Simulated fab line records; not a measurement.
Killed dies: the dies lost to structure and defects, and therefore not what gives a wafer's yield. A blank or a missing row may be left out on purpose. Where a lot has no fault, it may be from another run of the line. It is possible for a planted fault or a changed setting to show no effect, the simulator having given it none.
Matching of chambers	flow nand harc	3 sister chambers for NHARC_A_ONON_D1_DEP_33 on pecvd-03
The step deposits SiO2, target thk 200 nm. 3 wafers are shown with their chamber, then 8 later ones without.

== EACH WAFER AND ITS CHAMBER ==
wafer	chamber	throttle valve pct (%)
L883.3	2	16.0
L883.4	1	16.3
L887.3	0	16.6

== WAFERS MISSING THEIR CHAMBER ==
wafer	throttle valve pct (%)
L887.5	16.2
L887.6	16.0
L884.3	16.1
L884.4	16.0
L884.6	16.4
L895.1	16.0
L895.2	16.3
L895.5	16.2

== WHICH CHAMBER EACH ONE RAN IN ==
wafer	from the rows above	in truth
L887.5	can't be placed: 1 or 2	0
L887.6	2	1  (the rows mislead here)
L884.3	can't be placed: 2 or 1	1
L884.4	2	2
L884.6	can't be placed: 1 or 0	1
L895.1	2	2
L895.2	1	1
L895.5	can't be placed: 1 or 2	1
3 of 8 placed correctly. These rows do not allow placing 4 (true chamber among the candidates in 3). Placed wrongly: 1.
How it was worked out, from the rows above alone: a wafer's distance from a chamber is the root of the sum, over the readings, of the square of ((its reading less the chamber's mean) divided by the reading's scatter). The wafer belongs to the nearest chamber; if the next one is less than 2 further off, it can't be placed. Each chamber's mean is taken over the wafers shown for it. The scatter: root of mean squared gap, hidden wafer to nearest shown wafer, with one shown wafer a chamber.
